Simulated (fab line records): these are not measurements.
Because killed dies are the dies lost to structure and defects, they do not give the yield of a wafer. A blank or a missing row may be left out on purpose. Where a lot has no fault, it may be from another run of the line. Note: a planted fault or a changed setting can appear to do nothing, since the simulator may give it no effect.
fab line records + flow nand-harc
record:
- lots: 7
- wafers: 19
- last-day: 33
route steps=1302 shown A_ONON_D2@546 END@1302
lots that met no fault: from a run of the same line without faults
start-h: hours from the record's opening day to when the first of the lot's shown wafers began + wait-h: time in hours since the lot's previous step + " as in the row above + L1.1+2: one row covering several wafers at once + - no value present, or no start provided + * or withheld: withheld + < > ~ a bound
route shown NAME@n: names a module that has steps shown in the file, with the first one's number in the route + usual: mean/standard deviation taken from wafers without a fault + same: alike in all rows + chamber/n: place in a boat + sites: the reading at each site + _std_site: standard deviation across them + _edge_site: the outer-site mean with the inner-site mean subtracted + radius-mm: for every site, how far away it sits from the centre of the wafer + mask NAME#n: copy n + behind: the last tool/chamber to shape the wafer + hold: why the lot went on hold/how many hours it stayed there/how the hold came to an end + device: the transistor (n, p or np) that didn't switch + end of line: the tests these same wafers got at the end of their route + where a step has no rows: the recipe by itself + killed: not the wafer's yield, but the dies lost to structure and defects at the first sort + map: a wafer's dies, x killed, . not, _ none there
set.NAME: the setting the step ran with; set.NAME@STEP: the setting that earlier step ran with + model.NAME: the simulator's own value behind a step, which no gauge read
lots at selected steps of the route; one table per step, one row per wafer
services: a tool's chamber out of use, with start hour (start-h, from the record's first day; less than 0 if before it), hours out, and reason
== steps ==
step: NHARC_A_ONON_D2_THK_MEAS_02
recipe:
- thk-meas-gauge: ellipsometry
usual:
- thk-nm: 1000/9.6
| lot.wafer | tool          | chamber | start-h | wait-h | thk-nm |
|-----------|---------------|---------|---------|--------|--------|
| L399.3    | film-metro-01 | -       | 331.90  | -      | 993    |
| L399.4    | "             | -       | "       | "      | 995    |
| L399.6    | "             | -       | "       | "      | 995    |
| L400.1    | film-metro-02 | -       | 345.99  | -      | 1020   |
| L400.4    | "             | -       | "       | "      | 1021   |
| L400.6    | "             | -       | "       | "      | 1021   |
| L404.1    | film-metro-01 | -       | 367.53  | -      | 993    |
| L404.2    | "             | -       | "       | "      | 992    |
| L405.1    | film-metro-02 | -       | 367.54  | -      | 1002   |
| L405.5    | "             | -       | "       | "      | 1000   |
| L408.2    | film-metro-02 | -       | 414.91  | -      | 989    |
| L408.3    | "             | -       | "       | "      | 988    |
| L408.4    | "             | -       | "       | "      | 987    |
| L414.3    | film-metro-02 | -       | 486.18  | -      | 987    |
| L414.4    | "             | -       | "       | "      | 991    |
| L414.5    | "             | -       | "       | "      | 989    |
| L416.1    | film-metro-01 | -       | 497.69  | -      | 1004   |
| L416.2    | "             | -       | "       | "      | 1003   |
| L416.6    | "             | -       | "       | "      | 1005   |
step: NHARC_A_ONON_D2_DEP_03
recipe:
- target-thk-a: 10000
- n2-flow-sccm: 2750
- n2o-flow-sccm: 2000
- nh3-flow-sccm: 500
- sih4-flow-sccm: 210
- temp-c: 400
step: NHARC_A_ONON_D2_THK_MEAS_05
recipe:
- thk-meas-gauge: ellipsometry
usual:
- thk-nm: 1000/13
| lot.wafer | tool          | chamber | start-h | wait-h | thk-nm |
|-----------|---------------|---------|---------|--------|--------|
| L399.3    | film-metro-01 | -       | 332.46  | -      | 996    |
| L399.4    | "             | -       | "       | "      | 995    |
| L399.6    | "             | -       | "       | "      | 995    |
| L400.1    | film-metro-01 | -       | 346.56  | -      | 1008   |
| L400.4    | "             | -       | "       | "      | 1008   |
| L400.6    | "             | -       | "       | "      | 1010   |
| L404.1    | film-metro-02 | -       | 368.09  | -      | 996    |
| L404.2    | "             | -       | "       | "      | 994    |
| L405.1    | film-metro-01 | -       | 368.22  | -      | 967    |
| L405.5    | "             | -       | "       | "      | 966    |
| L408.2    | film-metro-01 | -       | 415.48  | -      | 1011   |
| L408.3    | "             | -       | "       | "      | 1013   |
| L408.4    | "             | -       | "       | "      | 1010   |
| L414.3    | film-metro-02 | -       | 486.74  | -      | 1003   |
| L414.4    | "             | -       | "       | "      | 1006   |
| L414.5    | "             | -       | "       | "      | 1006   |
| L416.1    | film-metro-01 | -       | 498.25  | -      | 992    |
| L416.2    | "             | -       | "       | "      | 991    |
| L416.6    | "             | -       | "       | "      | 991    |
step: NHARC_A_ONON_D2_DEP_06
recipe:
- target-thk-a: 10000
- n2-flow-sccm: 2750
- n2o-flow-sccm: 2000
- nh3-flow-sccm: 500
- sih4-flow-sccm: 210
- temp-c: 400
step: NHARC_A_ONON_D2_THK_MEAS_08
recipe:
- thk-meas-gauge: ellipsometry
usual:
- thk-nm: 998/10
| lot.wafer | tool          | chamber | start-h | wait-h | thk-nm |
|-----------|---------------|---------|---------|--------|--------|
| L399.3    | film-metro-02 | -       | 333.03  | -      | 981    |
| L399.4    | "             | -       | "       | "      | 981    |
| L399.6    | "             | -       | "       | "      | 983    |
| L400.1    | film-metro-02 | -       | 347.13  | -      | 1004   |
| L400.4    | "             | -       | "       | "      | 1004   |
| L400.6    | "             | -       | "       | "      | 1004   |
| L404.1    | film-metro-01 | -       | 368.65  | -      | 996    |
| L404.2    | "             | -       | "       | "      | 995    |
| L405.1    | film-metro-01 | -       | 368.79  | -      | 982    |
| L405.5    | "             | -       | "       | "      | 981    |
| L408.2    | film-metro-02 | -       | 416.04  | -      | 1003   |
| L408.3    | "             | -       | "       | "      | 1002   |
| L408.4    | "             | -       | "       | "      | 1003   |
| L414.3    | film-metro-01 | -       | 487.31  | -      | 999    |
| L414.4    | "             | -       | "       | "      | 999    |
| L414.5    | "             | -       | "       | "      | 999    |
| L416.1    | film-metro-02 | -       | 498.82  | -      | 980    |
| L416.2    | "             | -       | "       | "      | 982    |
| L416.6    | "             | -       | "       | "      | 981    |
step: NHARC_A_ONON_D2_DEP_09
recipe:
- target-thk-a: 10000
- n2-flow-sccm: 2750
- n2o-flow-sccm: 2000
- nh3-flow-sccm: 500
- sih4-flow-sccm: 210
- temp-c: 400
step: NHARC_A_ONON_D2_THK_MEAS_11
recipe:
- thk-meas-gauge: ellipsometry
usual:
- thk-nm: 997/9.5
| lot.wafer | tool          | chamber | start-h | wait-h | thk-nm |
|-----------|---------------|---------|---------|--------|--------|
| L399.3    | film-metro-02 | -       | 333.59  | -      | 1004   |
| L399.4    | "             | -       | "       | "      | 1005   |
| L399.6    | "             | -       | "       | "      | 1004   |
| L400.1    | film-metro-01 | -       | 347.70  | -      | 995    |
| L400.4    | "             | -       | "       | "      | 994    |
| L400.6    | "             | -       | "       | "      | 996    |
| L404.1    | film-metro-01 | -       | 369.22  | -      | 985    |
| L404.2    | "             | -       | "       | "      | 984    |
| L405.1    | film-metro-02 | -       | 369.36  | -      | 991    |
| L405.5    | "             | -       | "       | "      | 991    |
| L408.2    | film-metro-02 | -       | 416.61  | -      | 1006   |
| L408.3    | "             | -       | "       | "      | 1005   |
| L408.4    | "             | -       | "       | "      | 1006   |
| L414.3    | film-metro-02 | -       | 487.87  | -      | 998    |
| L414.4    | "             | -       | "       | "      | 998    |
| L414.5    | "             | -       | "       | "      | 996    |
| L416.1    | film-metro-01 | -       | 499.39  | -      | 996    |
| L416.2    | "             | -       | "       | "      | 998    |
| L416.6    | "             | -       | "       | "      | 996    |
step: NHARC_A_ONON_D2_DEP_12
recipe:
- target-thk-a: 10000
- n2-flow-sccm: 2750
- n2o-flow-sccm: 2000
- nh3-flow-sccm: 500
- sih4-flow-sccm: 210
- temp-c: 400
step: NHARC_A_ONON_D2_THK_MEAS_14
recipe:
- thk-meas-gauge: ellipsometry
usual:
- thk-nm: 1002/9.6
| lot.wafer | tool          | chamber | start-h | wait-h | thk-nm |
|-----------|---------------|---------|---------|--------|--------|
| L399.3    | film-metro-02 | -       | 334.16  | -      | 1014   |
| L399.4    | "             | -       | "       | "      | 1012   |
| L399.6    | "             | -       | "       | "      | 1012   |
| L400.1    | film-metro-02 | -       | 348.26  | -      | 1008   |
| L400.4    | "             | -       | "       | "      | 1009   |
| L400.6    | "             | -       | "       | "      | 1008   |
| L404.1    | film-metro-02 | -       | 369.78  | -      | 995    |
| L404.2    | "             | -       | "       | "      | 995    |
| L405.1    | film-metro-02 | -       | 369.92  | -      | 1003   |
| L405.5    | "             | -       | "       | "      | 1000   |
| L408.2    | film-metro-02 | -       | 417.17  | -      | 982    |
| L408.3    | "             | -       | "       | "      | 984    |
| L408.4    | "             | -       | "       | "      | 984    |
| L414.3    | film-metro-02 | -       | 488.44  | -      | 994    |
| L414.4    | "             | -       | "       | "      | 994    |
| L414.5    | "             | -       | "       | "      | 993    |
| L416.1    | film-metro-01 | -       | 499.98  | -      | 1020   |
| L416.2    | "             | -       | "       | "      | 1021   |
| L416.6    | "             | -       | "       | "      | 1022   |
step: NHARC_A_ONON_D2_ANNEAL_15
recipe:
- temp-c: 750
- time-s: 3600
step: NHARC_A_ONON_D2_DEP_16
recipe:
- target-thk-a: 10000
- n2-flow-sccm: 2750
- n2o-flow-sccm: 2000
- nh3-flow-sccm: 500
- sih4-flow-sccm: 210
- temp-c: 400
step: NHARC_A_ONON_D2_THK_MEAS_18
recipe:
- thk-meas-gauge: ellipsometry
usual:
- thk-nm: 1000/6.9
| lot.wafer | tool          | chamber | start-h | wait-h | thk-nm |
|-----------|---------------|---------|---------|--------|--------|
| L399.3    | film-metro-01 | -       | 343.26  | -      | 1011   |
| L399.4    | "             | -       | "       | "      | 1012   |
| L399.6    | "             | -       | "       | "      | 1010   |
| L400.1    | film-metro-02 | -       | 354.50  | -      | 1008   |
| L400.4    | "             | -       | "       | "      | 1009   |
| L400.6    | "             | -       | "       | "      | 1008   |
| L405.1    | film-metro-01 | -       | 377.13  | -      | 1007   |
| L405.5    | "             | -       | "       | "      | 1006   |
| L404.1    | film-metro-01 | -       | 377.48  | -      | 1011   |
| L404.2    | "             | -       | "       | "      | 1012   |
| L408.2    | film-metro-01 | -       | 424.96  | -      | 1001   |
| L408.3    | "             | -       | "       | "      | 1001   |
| L408.4    | "             | -       | "       | "      | 1001   |
| L414.3    | film-metro-02 | -       | 496.20  | -      | 1012   |
| L414.4    | "             | -       | "       | "      | 1011   |
| L414.5    | "             | -       | "       | "      | 1010   |
| L416.1    | film-metro-02 | -       | 508.19  | -      | 997    |
| L416.2    | "             | -       | "       | "      | 996    |
| L416.6    | "             | -       | "       | "      | 997    |
step: NHARC_A_ONON_D2_DEP_19
recipe:
- target-thk-a: 10000
- n2-flow-sccm: 2750
- n2o-flow-sccm: 2000
- nh3-flow-sccm: 500
- sih4-flow-sccm: 210
- temp-c: 400
usual:
- n2o-flow-sccm: 2000/5.8
| lot.wafer | tool          | chamber | start-h | wait-h | n2o-flow-sccm |
|-----------|---------------|---------|---------|--------|---------------|
| L399.3    | pecvd-onon-03 | 0       | 343.43  | 0.2    | 1995          |
| L399.4    | "             | 0       | "       | "      | 2004          |
| L399.6    | "             | 0       | "       | "      | 2005          |
| L400.1    | pecvd-onon-04 | 0       | 354.56  | 0.1    | 1996          |
| L400.4    | "             | 0       | "       | "      | 1993          |
| L400.6    | "             | 0       | "       | "      | 1993          |
| L405.1    | pecvd-onon-03 | 0       | 377.19  | 0.1    | 2000          |
| L405.5    | "             | 0       | "       | "      | 2001          |
| L404.1    | pecvd-onon-03 | 0       | 377.54  | 0.1    | 2003          |
| L404.2    | "             | 0       | "       | "      | 2007          |
| L408.2    | pecvd-onon-03 | 0       | 425.07  | 0.1    | 1997          |
| L408.3    | "             | 0       | "       | "      | 1999          |
| L408.4    | "             | 0       | "       | "      | 2002          |
| L414.3    | pecvd-onon-02 | 0       | 496.37  | 0.2    | 1982          |
| L414.4    | "             | 0       | "       | "      | 1988          |
| L414.5    | "             | 0       | "       | "      | 1997          |
| L416.1    | pecvd-onon-03 | 0       | 508.25  | 0.1    | 1994          |
| L416.2    | "             | 0       | "       | "      | 1997          |
| L416.6    | "             | 0       | "       | "      | 1995          |
step: NHARC_A_ONON_D2_THK_MEAS_21
recipe:
- thk-meas-gauge: ellipsometry
usual:
- thk-nm: 1004/9.9
| lot.wafer | tool          | chamber | start-h | wait-h | thk-nm |
|-----------|---------------|---------|---------|--------|--------|
| L399.3    | film-metro-02 | -       | 343.82  | -      | 1005   |
| L399.4    | "             | -       | "       | "      | 1004   |
| L399.6    | "             | -       | "       | "      | 1004   |
| L400.1    | film-metro-02 | -       | 355.07  | -      | 1013   |
| L400.4    | "             | -       | "       | "      | 1011   |
| L400.6    | "             | -       | "       | "      | 1011   |
| L405.1    | film-metro-01 | -       | 377.70  | -      | 1018   |
| L405.5    | "             | -       | "       | "      | 1334   |
| L404.1    | film-metro-01 | -       | 378.06  | -      | 1011   |
| L404.2    | "             | -       | "       | "      | 1326   |
| L408.2    | film-metro-01 | -       | 425.52  | -      | 1314   |
| L408.3    | "             | -       | "       | "      | 998    |
| L408.4    | "             | -       | "       | "      | 999    |
| L414.3    | film-metro-01 | -       | 496.77  | -      | 1015   |
| L414.4    | "             | -       | "       | "      | 1016   |
| L414.5    | "             | -       | "       | "      | 1013   |
| L416.1    | film-metro-01 | -       | 508.76  | -      | 1007   |
| L416.2    | "             | -       | "       | "      | 1006   |
| L416.6    | "             | -       | "       | "      | 1006   |
step: NHARC_A_ONON_D2_DEP_22
recipe:
- target-thk-a: 10000
- n2-flow-sccm: 2750
- n2o-flow-sccm: 2000
- nh3-flow-sccm: 500
- sih4-flow-sccm: 210
- temp-c: 400
step: NHARC_END_SORT_01
recipe:
- temp-c: 25
usual:
- killed-at-array: 50/16
- killed-at-other: 0.8/1
- killed-at-periphery: 4/3.1
- killed-dies: 54/16
- killed-open: 3.2/2
- killed-short: 2.5/1.6
same:
- gross-dies: 677
| lot.wafer | tool      | chamber | start-h | wait-h | killed-at-array | killed-at-other | killed-at-periphery | killed-dies | killed-open | killed-short |
|-----------|-----------|---------|---------|--------|-----------------|-----------------|---------------------|-------------|-------------|--------------|
| L399.3    | prober-02 | 0       | 627.40  | 3.1    | 31              | 4               | 0                   | 35          | 1           | 3            |
| L399.4    | prober-02 | 0       | 628.19  | 3.4    | 53              | 0               | 2                   | 55          | 3           | 1            |
| L399.6    | prober-02 | 0       | 629.79  | 4.0    | 57              | 0               | 1                   | 58          | 3           | 2            |
| L400.1    | prober-01 | 0       | 633.54  | 2.5    | 49              | 0               | 5                   | 54          | 4           | 1            |
| L400.4    | prober-01 | 0       | 635.96  | 3.4    | 53              | 2               | 2                   | 57          | 3           | 1            |
| L400.6    | prober-01 | 0       | 637.57  | 4.0    | 36              | 0               | 6                   | 42          | 3           | 0            |
| L414.3    | prober-02 | 0       | 766.78  | 3.1    | 28              | 0               | 4                   | 32          | 0           | 5            |
| L414.4    | prober-02 | 0       | 767.57  | 3.4    | 29              | 1               | 2                   | 32          | 3           | 4            |
| L414.5    | prober-02 | 0       | 768.35  | 3.6    | 27              | 2               | 1                   | 30          | 3           | 2            |
| L416.1    | prober-02 | 0       | 790.08  | 2.5    | 61              | 0               | 1                   | 62          | 2           | 2            |
| L416.2    | prober-02 | 0       | 790.86  | 2.8    | 45              | 0               | 1                   | 46          | 3           | 2            |
| L416.6    | prober-02 | 0       | 793.99  | 3.9    | 59              | 1               | 3                   | 63          | 3           | 2            |
killed by level:class
L399.3 A_CHANNEL_HOLE_D1:chamber-film-flake=17 A_CHANNEL_HOLE_D2:chamber-film-flake=7 THIN_TSV:chamber-film-flake=4 A_ONON_D1:geometric-particle:short=2 A_CONTACT:chamber-film-flake=2 A_CHANNEL_FILL_D1:geometric-particle:short=1 A_CHANNEL_FILL_D2:geometric-particle:open=1 A_STAIRCASE:chamber-film-flake=1
L399.4 A_CHANNEL_HOLE_D1:chamber-film-flake=30 A_CHANNEL_HOLE_D2:chamber-film-flake=9 A_CONTACT:chamber-film-flake=4 A_M0:chamber-film-flake=2 P_CONTACT:geometric-particle:open=1 A_WL_FILL:geometric-particle:open=1 A_M0:geometric-particle:open=1 A_M0:geometric-particle:short=1
L399.6 A_CHANNEL_HOLE_D1:chamber-film-flake=33 A_CHANNEL_HOLE_D2:chamber-film-flake=10 A_CONTACT:chamber-film-flake=5 P_CONTACT:geometric-particle:open=1 A_ONON_D1:geometric-particle:short=1 A_CHANNEL_FILL_D1:geometric-particle:open=1 A_ONON_D2:geometric-particle:short=1 A_SGD_CUT:geometric-particle:open=1
L400.1 A_CHANNEL_HOLE_D2:chamber-film-flake=25 A_CHANNEL_HOLE_D1:chamber-film-flake=8 A_CHANNEL_FILL_D2:chamber-film-flake=4 A_CONTACT:chamber-film-flake=3 P_CONTACT:chamber-film-flake=2 A_DECK1_JOINT:chamber-film-flake=2 A_STAIRCASE:chamber-film-flake=2 P_STI:geometric-particle:short=1
L400.4 A_CHANNEL_HOLE_D2:chamber-film-flake=30 A_STAIRCASE:chamber-film-flake=5 A_CHANNEL_HOLE_D1:chamber-film-flake=4 A_DECK1_JOINT:chamber-film-flake=4 P_CONTACT:chamber-film-flake=2 A_CHANNEL_FILL_D2:chamber-film-flake=2 A_CONTACT:chamber-film-flake=2 A_ONON_D1:geometric-particle:open=1
L400.6 A_CHANNEL_HOLE_D2:chamber-film-flake=21 P_CONTACT:chamber-film-flake=5 A_CHANNEL_HOLE_D1:chamber-film-flake=3 A_CONTACT:chamber-film-flake=3 A_STAIRCASE:chamber-film-flake=2 A_WL_FILL:chamber-film-flake=2 A_ONON_D1:geometric-particle:open=1 A_WL_FILL:geometric-particle:open=1
L414.3 A_CHANNEL_HOLE_D1:chamber-film-flake=14 A_SLIT:chamber-film-flake=4 A_WL_FILL:chamber-film-flake=3 P_ZERO_WELL:chamber-film-flake=2 P_M0:geometric-particle:short=1 P_M2:geometric-particle:short=1 A_CHANNEL_FILL_D2:geometric-particle:short=1 A_WL_FILL:geometric-particle:short=1
L414.4 A_CHANNEL_HOLE_D1:chamber-film-flake=15 A_SLIT:chamber-film-flake=4 A_DECK1_JOINT:geometric-particle:short=2 A_STAIRCASE:chamber-film-flake=2 P_GATE:geometric-particle:short=1 A_CHANNEL_FILL_D2:geometric-particle:short=1 A_CHANNEL_FILL_D2:geometric-particle:open=1 A_SGD_CUT:geometric-particle:open=1
L414.5 A_CHANNEL_HOLE_D1:chamber-film-flake=15 A_SLIT:chamber-film-flake=6 THIN_TSV:chamber-film-flake=2 P_CONTACT:geometric-particle:open=1 A_DECK1_JOINT:geometric-particle:short=1 A_SGD_CUT:geometric-particle:short=1 A_M0:geometric-particle:open=1 A_M1:geometric-particle:open=1
L416.1 A_CHANNEL_HOLE_D2:chamber-film-flake=22 A_CHANNEL_HOLE_D1:chamber-film-flake=14 A_SLIT:chamber-film-flake=11 A_CONTACT:chamber-film-flake=5 A_STAIRCASE:chamber-film-flake=3 P_GATE:geometric-particle:open=1 A_CHANNEL_FILL_D1:geometric-particle:open=1 A_DECK1_JOINT:geometric-particle:short=1
L416.2 A_CHANNEL_HOLE_D2:chamber-film-flake=18 A_CHANNEL_HOLE_D1:chamber-film-flake=9 A_SLIT:chamber-film-flake=4 A_CONTACT:chamber-film-flake=3 A_DECK1_JOINT:chamber-film-flake=2 A_CHANNEL_FILL_D2:chamber-film-flake=2 P_M0:geometric-particle:short=1 A_ONON_D1:geometric-particle:open=1
L416.6 A_CHANNEL_HOLE_D2:chamber-film-flake=26 A_CHANNEL_HOLE_D1:chamber-film-flake=11 A_SLIT:chamber-film-flake=9 A_CONTACT:chamber-film-flake=6 P_ZERO_WELL:chamber-film-flake=2 A_CHANNEL_FILL_D2:chamber-film-flake=2 A_CHANNEL_FILL_D1:geometric-particle:short=1 A_CHANNEL_HOLE_D2:geometric-particle:open=1
== services ==
| tool          | chamber | start-h | hours | kind |
|---------------|---------|---------|-------|------|
| pecvd-onon-02 | -       | 366.16  | 13.0  | pm   |
| pecvd-onon-03 | -       | 408.00  | 13.0  | pm   |
| pecvd-onon-04 | -       | 492.00  | 13.0  | pm   |
== key ==
first-sign:
- step: NHARC_A_ONON_D2_THK_MEAS_21
- reading: thk-nm
- direction: up
- sigmas: 32
- usual: 1004
- struck: 1325
effect none on later readings
met-at NHARC_A_ONON_D2_DEP_19
struck-wafers L404.2,L405.5,L408.2
tester-left-out L404,L405,L408
fault:
- kind: process-parameter-drift
- tool: pecvd-onon-03
- chamber: -
- onset-h: 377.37
- steps: NHARC_A_ONON_D2_DEP_19
- channel: target-thk-a
- offset: *
- shape: step
- end-h: 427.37
- scope: struck-wafers-only
- acts-in: *
- stated: *
tester-left-out: of these lots the tester's yield and bins aren't shown, on N5 and GAA mostly nor the transistor test; their killed dies are dies lost to structure and defects alone, not to doping, threshold or leakage, so they don't give the yield
